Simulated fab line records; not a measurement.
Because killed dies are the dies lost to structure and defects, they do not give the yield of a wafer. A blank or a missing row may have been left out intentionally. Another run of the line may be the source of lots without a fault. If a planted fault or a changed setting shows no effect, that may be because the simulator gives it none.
A lot that was struck, set against a sound lot :: flow n5_finfet :: 17 steps out of a route of 1938
Sound: wafers L106.1, L106.4, L106.6. Struck: wafer L104.6. (L104.2 of the same lot was not struck and is left out.) The cause comes at the end.
Each step with rows lists, per side, the tool, then ch with its chambers, then its first start. Under that, the readings that differ: sound wafers :: struck wafers :: difference of the means :: sigmas: that difference in standard deviations of wafers without a fault.
alike: readings with means less than 2 such deviations apart, plus words and numbers identical on both sides. not compared: withheld readings, readings lacking a value on some wafer, bounds such as >300 that could conceal the same value, and numbers that have no deviation in the record and whose values overlap.
Wherever a step has rows on one side only, a row that says differs or no value, or a row with sigmas, the two part there. Numbers that don't overlap but have no deviation are shown without sigmas and don't part them. A reading missing from all wafers of one side parts the sides only when that side holds two or more wafers.

N5_MIM_TOP_LITHO_CD_MEAS_08: target cd 2000 nm.
  sound on cd_sem-01 ch 0, day 17 03:59; struck on cd_sem-03 ch 0, day 16 23:32
  alike: cd_nm
N5_MIM_TOP_LITHO_OVL_MEAS_11:
  sound on overlay-01 ch 0, day 17 04:01; struck on overlay-02 ch 0, day 16 23:34
  alike: MIM_TOP_OVL
N5_MIM_TOP_LITHO_INSPECT_12: inspects for defects (macro).
  sound on defect_inspect-02 at day 17 04:02; struck on defect_inspect-01 at day 16 23:36
  alike: raw_defect_count
N5_MIM_TOP_LITHO_DESCUM_10: chemistry O2, time 7.9 s.
  sound on rie_diel-04 ch 0,2,3, day 17 04:05; struck on rie_diel-01 ch 0, day 17 00:19
reading: drypump_motor_current_A (A)
sound: 6.1 5.2 5.4
struck: 6.5
difference: +0.9
sigmas: +3

reading: rf_vpp_V (V)
sound: 241.7 242.4 240.8
struck: 246.7
difference: +5.1
sigmas: +5

reading: showerhead_plenum_p_Torr (Torr)
sound: 2.03 2.05 2.04
struck: 2.19
difference: +0.15
sigmas: +3
  alike: chamber_pressure_mTorr, oes_product_au, rf_fwd_power_W, throttle_valve_pct
  not compared: rf_hours_counter_h
N5_MIM_TOP_ETCH_ETCH_00: etches TiN in Cl2/BCl3, target depth 38.5 nm.
  sound on rie_metal-03 ch 0,1, day 17 04:10; struck on rie_metal-02 ch 0, day 17 00:26
reading: throttle_valve_pct (%)
sound: 22.61 22.52 22.55
struck: 22.88
difference: +0.32
sigmas: +2
  alike: chamber_pressure_mTorr, drypump_motor_current_A, mfc_cl2_sccm, oes_product_au, rf_fwd_power_W
  not compared: rf_hours_counter_h
N5_MIM_TOP_ETCH_STRIP_01: strips in O2.
  sound on rie_diel-02 ch 0,2,3, day 17 04:19; struck on rie_diel-06 ch 3, day 17 00:35
reading: chamber_pressure_mTorr (mTorr)
sound: 30.09 30.11 30.00
struck: 29.86
difference: -0.21
sigmas: -3
  alike: drypump_motor_current_A, oes_product_au, rf_vpp_V, showerhead_plenum_p_Torr, throttle_valve_pct
  not compared: rf_hours_counter_h
N5_MIM_TOP_ETCH_PECVD_03: deposits SiNx from SiH4/NH3/N2, target thk 20 nm, time 17.6 s.
  sound on pecvd-02 ch 0,2, day 17 04:22; struck on pecvd-01 ch 1, day 17 00:39
  alike: heater_power_w, rf_fwd_power_W, showerhead_plenum_p_Torr, throttle_valve_pct
then, 5 steps without rows for these wafers: N5_MIM_BOT_LITHO_HMDS_01 (time 60 s); N5_MIM_BOT_LITHO_COAT_02; N5_MIM_BOT_LITHO_EBR_04; N5_MIM_BOT_LITHO_SOFTBAKE_03 (time 90 s); N5_MIM_BOT_LITHO_EXPOSE_05 (exposes mask MIM BOT).
N5_MIM_BOT_LITHO_PEB_06:
  sound on litho_track-03 ch 0, day 17 04:37; struck on litho_track-02 ch 0, day 17 00:53
then, 2 steps without rows for these wafers: N5_MIM_BOT_LITHO_DEVELOP_07 (develop time 60 s); N5_MIM_BOT_LITHO_HARDBAKE_09 (time 120 s).
N5_MIM_BOT_LITHO_CD_MEAS_08: target cd 3000 nm.
  sound on cd_sem-02 ch 0, day 17 04:44; struck on cd_sem-01 ch 0, day 17 01:00
reading: cd_nm (nm)
sound: 2998.5 2998.8 2998.6
struck: 3006.4
difference: +7.8
sigmas: +5
N5_MIM_BOT_LITHO_OVL_MEAS_11:
  sound on overlay-01 ch 0, day 17 04:46; struck on overlay-02 ch 0, day 17 01:02
  alike: MIM_BOT_OVL

WHERE THEY PART
At N5_MIM_TOP_LITHO_DESCUM_10 first; at N5_MIM_BOT_LITHO_CD_MEAS_08 last (within this record only). Later steps at which nothing parts them and some readings are alike: N5_MIM_BOT_LITHO_OVL_MEAS_11.

WHY: the cause the simulator had injected
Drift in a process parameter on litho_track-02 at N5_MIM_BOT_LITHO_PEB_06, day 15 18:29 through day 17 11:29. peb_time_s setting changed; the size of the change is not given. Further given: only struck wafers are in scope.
